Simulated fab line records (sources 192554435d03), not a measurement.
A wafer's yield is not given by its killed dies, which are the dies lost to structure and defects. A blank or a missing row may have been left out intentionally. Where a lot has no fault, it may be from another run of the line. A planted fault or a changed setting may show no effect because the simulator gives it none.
fab line records	flow n5-finfet	part 1 of 2: steps 1 to 3 of 6
[record] lots = 22	wafers = 66	last-day = 17
route steps=1938 shown HKMG_FIN@403 GATE_CUT@473
lots with no fault: from the same line, run without faults
start-h: hours from the record's first day to the start of the lot's first wafer shown	wait-h: hours elapsed since this lot's preceding step	" same as the row above	L1.1+2: one row covering several wafers at once	- no value present, or no start provided	* or withheld: withheld	< > ~ a bound
route shown NAME@n: names a module that has steps shown in the file, with the first one's number in the route	usual: mean/standard deviation of fault-free wafers	same: alike in all rows	chamber/n: place in a boat	sites: readings site by site	_std_site: standard deviation of those values	_edge_site: outer sites' mean less inner sites'	radius-mm: how far each site lies from the wafer's centre	mask NAME#n: copy n	behind: the most recent tool/chamber to have shaped the wafer	hold: why the lot was held/for how many hours/how that ended	device: which transistor (n, p or np) failed to switch	end of line: tests run on the same wafers once the route is complete	where a step has no rows: the recipe by itself	killed: the dies lost at the first sort to structure and to defects; this is not the yield of the wafer	map: shows each die of a wafer: x if killed, . if not, _ if none is there
set.NAME: the setting that was run; set.NAME@STEP: the one run at that earlier step	model.NAME: the simulator's own value behind a step, which no gauge read
a sample of lots followed through the steps of the route, with each step as a table and each wafer as a row
services: when a tool's chamber went out of use (start-h, in hours from the record's first day, below 0 if earlier), for how many hours, and the reason
[[steps]]
[step N5_HKMG_FIN_ETCH_55]
[recipe] chemistry = N2/H2	target = SOC	target-depth-a = 2400	temp-c = 40	time-s = 300	ion-energy-ev = 200	mask-material = SiARC	pressure-mtorr = 30	source-w = 840	bias-w = 150	n2-flow-sccm = 200	h2-flow-sccm = 200
[usual] drypump-motor-current-A = 5.9/0.4	oes-product-au = 0.74/0.062	rf-vpp-V = 524.3/1.9	showerhead-plenum-p-Torr = 2.56/0.062	throttle-valve-pct = 18.00/0.14
lot.wafer	tool	chamber	start-h	wait-h	drypump-motor-current-A	oes-product-au	rf-hours-counter-h	rf-vpp-V	showerhead-plenum-p-Torr	throttle-valve-pct
L074.1	rie-diel-03	3	70.74	0.0	6.2	0.73	199	522.2	2.52	17.88
L074.3	"	1	"	"	6.0	0.71	209	522.6	2.52	18.23
L074.5	"	2	"	"	5.8	0.73	-	524.1	2.55	17.94
L075.3	rie-diel-04	3	79.90	0.0	6.1	0.71	221	522.4	2.51	18.02
L075.5	"	1	"	"	5.7	0.81	-	526.9	2.67	18.12
L075.6	"	0	"	"	5.4	0.71	-	525.1	2.53	17.92
L076.1	rie-diel-01	1	86.35	0.0	6.6	0.75	168	524.0	2.54	18.14
L076.4	"	2	"	"	5.9	0.79	-	524.5	2.56	17.71
L076.5	"	3	"	"	6.1	0.91	-	525.3	2.59	17.85
L077.1	rie-diel-03	0	90.21	0.0	5.5	0.71	197	526.7	2.64	17.81
L077.4	"	2	"	"	5.8	0.73	148	524.7	2.55	17.96
L077.6	"	1	"	"	6.0	0.71	-	524.5	2.52	18.24
L078.1	rie-diel-03	1	97.13	0.0	6.0	0.70	220	521.8	2.52	18.24
L078.2	"	0	"	"	5.5	0.71	200	526.0	2.63	17.81
L078.3	"	2	"	"	5.8	0.72	152	521.8	2.55	17.96
L079.2	rie-diel-03	3	103.43	0.0	6.1	0.72	208	524.0	2.52	17.88
L079.3	"	1	"	"	6.0	0.70	223	522.4	2.51	18.25
L079.5	"	3	"	"	6.2	0.72	-	523.3	2.52	17.88
L080.1	rie-diel-04	0	109.58	0.0	5.4	0.71	203	523.2	2.52	17.92
L080.2	"	1	"	"	5.7	0.80	115	527.0	2.67	18.14
L080.6	"	0	"	"	5.4	0.71	-	524.4	2.52	17.94
L081.2	rie-diel-03	0	114.71	0.0	5.5	0.70	207	525.5	2.63	17.83
L081.4	"	2	"	"	5.8	0.72	159	523.3	2.55	17.95
L081.5	"	1	"	"	6.0	0.69	-	522.9	2.51	18.26
L082.3	rie-diel-01	2	131.39	0.0	5.9	0.77	128	523.6	2.56	17.74
L082.4	"	0	"	"	6.5	0.91	14	527.9	2.71	17.86
L082.5	"	1	"	"	6.6	0.74	-	524.3	2.53	18.17
L084.1	rie-diel-03	0	134.31	0.0	5.5	0.70	213	525.3	2.63	17.84
L084.3	"	2	"	"	5.8	0.71	165	523.4	2.54	17.97
L084.5	"	1	"	"	6.0	0.69	-	522.5	2.51	18.30
L083.1	rie-diel-01	1	134.47	0.0	6.7	0.73	184	523.1	2.53	18.16
L083.3	"	3	"	"	6.1	0.87	37	525.3	2.58	17.89
L083.5	"	0	"	"	6.5	0.91	-	526.3	2.71	17.85
L085.2	rie-diel-04	1	144.77	0.0	5.7	0.78	126	526.7	2.67	18.17
L085.4	"	3	"	"	6.1	0.69	241	524.1	2.51	18.05
L085.5	"	2	"	"	5.2	0.73	-	522.0	2.53	18.08
L086.2	rie-diel-04	3	151.70	0.0	6.1	0.70	244	523.0	2.50	18.06
L086.4	"	2	"	"	5.2	0.74	179	523.6	2.53	18.09
L086.6	"	0	"	"	5.4	0.70	-	523.7	2.52	17.96
L087.2	rie-diel-04	0	153.98	0.0	5.4	0.70	218	522.4	2.52	17.95
L087.3	"	3	"	"	6.1	0.69	244	523.2	2.51	18.04
L087.4	"	2	"	"	5.2	0.72	180	524.1	2.53	18.09
L088.3	rie-diel-03	2	158.32	0.0	5.8	0.71	173	522.8	2.54	18.01
L088.4	"	1	"	"	6.0	0.69	-	522.7	2.51	18.29
L088.5	"	2	"	"	5.8	0.71	-	524.3	2.54	18.00
L090.1	rie-diel-03	2	177.57	0.0	5.8	0.70	180	522.9	2.54	18.01
L090.2	"	3	"	"	6.1	0.70	234	523.0	2.50	17.95
L090.3	"	0	"	"	5.5	0.69	224	524.4	2.62	17.85
L092.1	rie-diel-01	3	190.12	0.0	6.1	0.85	58	525.9	2.58	17.92
L092.4	"	0	"	"	6.5	0.87	34	527.9	2.70	17.90
L092.5	"	0	"	"	6.5	0.88	-	527.3	2.70	17.88
L093.1	rie-diel-01	1	197.13	0.0	6.6	0.73	206	523.7	2.52	18.21
L093.2	"	2	"	"	5.9	0.75	153	524.1	2.55	17.78
L093.5	"	1	"	"	6.7	0.73	-	523.4	2.52	18.19
L094.2	rie-diel-03	2	197.75	0.0	5.8	0.69	190	522.1	2.53	18.01
L094.3	"	3	"	"	6.1	0.68	244	521.7	2.50	17.94
L094.5	"	2	"	"	5.8	0.70	-	524.1	2.53	18.04
L095.2	rie-diel-03	3	202.07	0.0	6.2	0.69	245	522.3	2.50	17.96
L095.4	"	3	"	"	6.1	0.69	-	523.1	2.50	17.96
L095.6	"	0	"	"	5.5	0.68	-	525.5	2.62	17.88
L096.1	rie-diel-01	2	210.56	0.0	5.9	0.75	158	522.9	2.54	17.79
L096.2	"	0	"	"	6.5	0.87	43	527.3	2.69	17.90
L096.6	"	0	"	"	6.5	0.87	-	529.4	2.69	17.89
L097.1	rie-diel-01	1	215.19	0.0	6.7	0.72	213	524.6	2.52	18.21
L097.2	"	0	"	"	6.5	0.85	44	529.6	2.69	17.90
L097.4	"	3	"	"	6.1	0.83	68	524.1	2.57	17.94
[step N5_HKMG_FIN_STRIP_57]
[recipe] chemistry = CF4	resist = SiARC	power-w = 300	bias-power-w = 75	pressure-mtorr = 50	cf4-flow-sccm = 150	rf-frequency-hz = 6e+07
[usual] drypump-motor-current-A = 5.9/0.4	oes-product-au = 0.74/0.057	power-w = 300.0/0.88	rf-vpp-V = 271.4/1.1	showerhead-plenum-p-Torr = 1.81/0.041	throttle-valve-pct = 13.73/0.13
lot.wafer	tool	chamber	start-h	wait-h	drypump-motor-current-A	oes-product-au	power-w	rf-hours-counter-h	rf-vpp-V	showerhead-plenum-p-Torr	throttle-valve-pct
L074.1	rie-diel-03	3	70.93	0.0	6.1	0.72	300.8	199	270.1	1.78	13.71
L074.3	"	1	"	"	6.0	0.71	300.3	209	272.1	1.78	13.91
L074.5	"	2	"	"	5.8	0.74	301.2	-	271.3	1.79	13.69
L075.3	rie-diel-04	3	80.09	0.0	6.0	0.71	299.9	221	270.2	1.78	13.74
L075.5	"	1	"	"	5.7	0.79	301.1	-	273.5	1.88	13.77
L075.6	"	0	"	"	5.4	0.72	299.3	-	271.2	1.78	13.59
L076.1	rie-diel-01	1	86.54	0.0	6.6	0.73	298.5	168	272.0	1.79	13.82
L076.4	"	2	"	"	5.9	0.78	299.0	-	271.1	1.81	13.39
L076.5	"	3	"	"	6.1	0.89	300.0	-	272.9	1.83	13.53
L077.1	rie-diel-03	0	90.40	0.0	5.5	0.70	299.7	197	272.1	1.85	13.58
L077.4	"	2	"	"	5.8	0.74	300.4	148	271.2	1.79	13.71
L077.6	"	1	"	"	6.0	0.70	300.7	-	270.8	1.78	13.92
L078.1	rie-diel-03	1	97.32	0.0	6.0	0.70	298.4	221	270.2	1.78	13.94
L078.2	"	0	"	"	5.5	0.70	300.9	200	272.2	1.85	13.60
L078.3	"	2	"	"	5.8	0.74	300.8	152	273.4	1.79	13.73
L079.2	rie-diel-03	3	103.62	0.0	6.1	0.71	299.8	208	269.9	1.78	13.74
L079.3	"	1	"	"	6.0	0.69	300.2	223	271.4	1.78	13.92
L079.5	"	3	"	"	6.2	0.72	299.2	-	271.3	1.78	13.73
L080.1	rie-diel-04	0	109.77	0.0	5.4	0.71	300.2	203	271.5	1.78	13.60
L080.2	"	1	"	"	5.7	0.78	298.4	115	272.9	1.88	13.79
L080.6	"	0	"	"	5.4	0.71	299.9	-	270.2	1.78	13.63
L081.2	rie-diel-03	0	114.90	0.0	5.5	0.70	298.4	207	271.7	1.85	13.61
L081.4	"	2	"	"	5.8	0.73	299.4	159	270.9	1.79	13.73
L081.5	"	1	"	"	6.0	0.70	299.9	-	270.2	1.78	13.94
L082.3	rie-diel-01	2	131.58	0.0	5.9	0.76	299.6	128	270.7	1.80	13.42
L082.4	"	0	"	"	6.5	0.90	300.0	15	273.0	1.91	13.55
L082.5	"	1	"	"	6.6	0.73	300.6	-	272.3	1.79	13.84
L084.1	rie-diel-03	0	134.50	0.0	5.5	0.69	298.9	213	271.6	1.85	13.61
L084.3	"	2	"	"	5.8	0.72	299.1	165	270.2	1.79	13.74
L084.5	"	1	"	"	6.0	0.69	300.2	-	271.2	1.78	13.95
L083.1	rie-diel-01	1	134.66	0.0	6.6	0.73	300.6	184	270.6	1.79	13.86
L083.3	"	3	"	"	6.1	0.86	299.1	37	271.3	1.83	13.57
L083.5	"	0	"	"	6.4	0.90	299.4	-	273.6	1.91	13.54
L085.2	rie-diel-04	1	144.96	0.0	5.7	0.78	299.9	126	273.5	1.87	13.82
L085.4	"	3	"	"	6.0	0.70	299.3	241	271.4	1.77	13.76
L085.5	"	2	"	"	5.1	0.73	299.4	-	270.4	1.78	13.83
L086.2	rie-diel-04	3	151.89	0.0	6.0	0.70	300.6	244	271.3	1.77	13.77
L086.4	"	2	"	"	5.2	0.72	299.9	179	270.9	1.78	13.86
L086.6	"	0	"	"	5.4	0.70	300.8	-	271.4	1.77	13.64
L087.2	rie-diel-04	0	154.17	0.0	5.4	0.70	300.4	218	272.4	1.77	13.63
L087.3	"	3	"	"	6.0	0.70	299.5	244	270.2	1.77	13.76
L087.4	"	2	"	"	5.2	0.72	299.8	180	270.3	1.78	13.85
L088.3	rie-diel-03	2	158.51	0.0	5.8	0.72	299.2	173	271.4	1.78	13.76
L088.4	"	1	"	"	6.0	0.68	299.6	-	270.9	1.77	13.99
L088.5	"	2	"	"	5.8	0.72	298.9	-	270.6	1.79	13.76
L090.1	rie-diel-03	2	177.76	0.0	5.8	0.72	299.8	181	271.3	1.78	13.78
L090.2	"	3	"	"	6.2	0.70	300.4	234	271.5	1.77	13.77
L090.3	"	0	"	"	5.5	0.69	298.7	224	272.7	1.84	13.68
L092.1	rie-diel-01	3	190.31	0.0	6.1	0.83	299.9	58	271.6	1.82	13.60
L092.4	"	0	"	"	6.5	0.86	300.8	34	271.5	1.90	13.59
L092.5	"	0	"	"	6.5	0.87	301.0	-	272.6	1.90	13.59
L093.1	rie-diel-01	1	197.32	0.0	6.6	0.72	298.8	206	269.7	1.78	13.89
L093.2	"	2	"	"	5.9	0.74	300.8	153	271.7	1.80	13.47
L093.5	"	1	"	"	6.6	0.72	300.0	-	272.1	1.78	13.92
L094.2	rie-diel-03	2	197.94	0.0	5.8	0.71	299.6	190	270.7	1.78	13.80
L094.3	"	3	"	"	6.1	0.69	300.8	244	269.8	1.77	13.81
L094.5	"	2	"	"	5.8	0.71	299.1	-	271.7	1.78	13.81
L095.2	rie-diel-03	3	202.27	0.0	6.2	0.69	301.0	245	270.4	1.77	13.80
L095.4	"	3	"	"	6.2	0.68	300.4	-	271.8	1.77	13.81
L095.6	"	0	"	"	5.5	0.68	301.3	-	273.5	1.84	13.68
L096.1	rie-diel-01	2	210.75	0.0	5.9	0.74	300.0	158	270.8	1.79	13.50
L096.2	"	0	"	"	6.4	0.85	299.6	43	273.4	1.90	13.60
L096.6	"	0	"	"	6.5	0.86	299.1	-	273.1	1.90	13.62
L097.1	rie-diel-01	1	215.38	0.0	6.6	0.71	299.6	213	271.7	1.78	13.92
L097.2	"	0	"	"	6.4	0.85	298.5	45	274.2	1.90	13.64
L097.4	"	3	"	"	6.1	0.83	303.0	68	271.9	1.82	13.62
[step N5_HKMG_FIN_STRIP_90]
[recipe] chemistry = N2/H2	material = SOC	time-s = 20	power-w = 500	temp-c = 40	pressure-mtorr = 50	rf-frequency-hz = 6e+07	bias-power-w = 8	h2-frac = 0.5	n2-flow-sccm = 300	h2-flow-sccm = 300
[usual] drypump-motor-current-A = 6.0/0.37	oes-product-au = 0.76/0.082	power-w = 500.3/1.5	rf-vpp-V = 54.3/0.79	showerhead-plenum-p-Torr = 3.38/0.074	throttle-valve-pct = 19.22/0.24
lot.wafer	tool	chamber	start-h	wait-h	drypump-motor-current-A	oes-product-au	power-w	rf-hours-counter-h	rf-vpp-V	showerhead-plenum-p-Torr	throttle-valve-pct
L074.1	rie-diel-01	3	77.50	0.0	6.1	0.93	498.3	17	52.8	3.42	19.15
L074.3	"	1	"	"	6.6	0.76	502.4	163	53.2	3.35	19.50
L074.5	"	3	"	"	6.1	0.92	499.5	-	55.0	3.42	19.13
L075.3	rie-diel-03	1	85.69	0.0	6.0	0.70	500.6	216	54.0	3.33	19.69
L075.5	"	3	"	"	6.2	0.72	499.3	-	53.4	3.33	18.96
L075.6	"	0	"	"	5.5	0.71	501.6	-	55.0	3.48	18.91
L076.1	rie-diel-01	2	92.10	0.0	5.9	0.78	500.5	115	54.4	3.38	19.12
L076.4	"	1	"	"	6.7	0.75	497.8	170	55.1	3.35	19.54
L076.5	"	2	"	"	5.9	0.79	500.1	-	54.6	3.38	19.12
L077.1	rie-diel-04	0	96.31	0.0	5.4	0.71	498.8	199	55.9	3.34	19.38
L077.4	"	3	"	"	6.1	0.71	497.6	226	53.8	3.32	19.54
L077.6	"	0	"	"	5.4	0.71	500.5	-	53.3	3.34	19.38
L078.1	rie-diel-03	2	102.75	0.0	5.8	0.73	500.8	155	55.6	3.36	19.00
L078.2	"	3	"	"	6.2	0.72	501.7	208	53.9	3.32	18.98
L078.3	"	1	"	"	6.0	0.70	501.2	223	54.6	3.32	19.70
L079.2	rie-diel-01	1	109.07	0.0	6.7	0.75	499.9	177	53.2	3.34	19.53
L079.3	"	3	"	"	6.1	0.90	501.7	30	54.2	3.42	19.16
L079.5	"	1	"	"	6.6	0.75	498.6	-	54.2	3.34	19.54
L080.1	rie-diel-03	1	115.51	0.0	6.0	0.70	499.8	228	55.0	3.32	19.69
L080.2	"	2	"	"	5.8	0.72	501.1	160	54.9	3.36	18.99
L080.6	"	3	"	"	6.2	0.72	496.6	-	53.5	3.32	18.99
L081.2	rie-diel-04	1	134.68	0.0	5.7	0.79	500.1	122	54.7	3.52	19.55
L081.4	"	0	"	"	5.4	0.70	501.6	211	54.6	3.33	19.42
L081.5	"	0	"	"	5.4	0.70	500.3	-	55.3	3.33	19.41
L082.3	rie-diel-04	2	137.59	0.0	5.2	0.73	501.8	174	54.4	3.34	19.23
L082.4	"	1	"	"	5.7	0.78	501.8	124	53.7	3.52	19.52
L082.5	"	3	"	"	6.1	0.69	502.1	-	54.0	3.31	19.55
L084.1	rie-diel-01	2	140.05	0.0	5.9	0.77	500.1	132	54.7	3.37	19.15
L084.3	"	0	"	"	6.5	0.91	501.6	18	55.3	3.56	19.01
L084.5	"	3	"	"	6.1	0.88	496.4	-	55.7	3.41	19.18
L083.1	rie-diel-04	0	140.50	0.0	5.4	0.70	500.3	213	55.2	3.33	19.40
L083.3	"	1	"	"	5.7	0.78	501.6	125	55.8	3.52	19.55
L083.5	"	1	"	"	5.7	0.79	501.2	-	54.6	3.52	19.56
L085.2	rie-diel-03	2	150.46	0.0	5.8	0.71	500.2	171	53.9	3.36	19.02
L085.4	"	1	"	"	6.0	0.68	501.2	240	53.5	3.31	19.70
L085.5	"	3	"	"	6.2	0.69	500.6	-	54.3	3.32	19.02
L086.2	rie-diel-03	1	157.39	0.0	6.0	0.69	504.8	241	53.7	3.31	19.74
L086.4	"	3	"	"	6.2	0.70	500.3	-	55.7	3.32	19.02
L086.6	"	1	"	"	6.0	0.68	503.1	-	52.6	3.31	19.73
L087.2	rie-diel-03	3	159.99	0.0	6.2	0.70	501.4	228	52.5	3.31	19.00
L087.3	"	2	"	"	5.8	0.71	501.9	175	54.6	3.35	19.03
L087.4	"	3	"	"	6.1	0.70	500.2	-	54.2	3.31	19.01
L088.3	rie-diel-01	3	164.26	0.0	6.1	0.86	500.4	49	54.0	3.41	19.18
L088.4	"	1	"	"	6.6	0.73	502.9	194	54.5	3.34	19.54
L088.5	"	1	"	"	6.7	0.73	501.8	-	53.3	3.34	19.56
L090.1	rie-diel-01	0	183.57	0.0	6.5	0.88	501.1	32	55.0	3.56	19.02
L090.2	"	2	"	"	5.9	0.76	500.1	148	55.0	3.37	19.18
L090.3	"	3	"	"	6.1	0.86	498.6	55	54.9	3.40	19.19
L092.1	rie-diel-03	2	196.14	0.0	5.8	0.69	497.1	189	53.9	3.35	19.05
L092.4	"	0	"	"	5.5	0.68	501.2	-	55.4	3.46	18.95
L092.5	"	2	"	"	5.8	0.70	498.8	-	54.1	3.35	19.05
L093.1	rie-diel-03	2	203.31	0.0	5.9	0.70	500.7	193	54.4	3.34	19.05
L093.2	"	1	"	"	6.0	0.99	495.9	0	54.5	3.31	19.32
L093.5	"	3	"	"	6.2	0.69	498.7	-	53.8	3.30	19.05
L094.2	rie-diel-04	2	203.99	0.0	5.2	0.72	500.8	200	55.2	3.33	19.26
L094.3	"	3	"	"	6.1	0.96	497.4	7	55.4	3.30	19.19
L094.5	"	1	"	"	5.7	0.76	499.7	-	54.2	3.50	19.58
L095.2	rie-diel-03	3	208.18	0.0	6.2	0.68	501.8	249	53.8	3.30	19.05
L095.4	"	2	"	"	5.8	0.69	500.9	195	54.2	3.34	19.06
L095.6	"	3	"	"	6.2	0.68	501.4	-	53.3	3.30	19.04
L096.1	rie-diel-03	2	216.75	0.0	5.8	0.69	500.8	198	54.5	3.34	19.06
L096.2	"	1	"	"	6.0	0.95	499.6	5	54.4	3.31	19.32
L096.6	"	0	"	"	5.5	0.68	499.9	-	53.0	3.45	18.97
L097.1	rie-diel-03	2	221.20	0.0	5.8	0.68	503.4	200	55.4	3.34	19.06
L097.2	"	1	"	"	6.0	0.94	500.7	7	53.8	3.30	19.34
L097.4	"	2	"	"	5.8	0.68	502.3	-	53.4	3.34	19.07
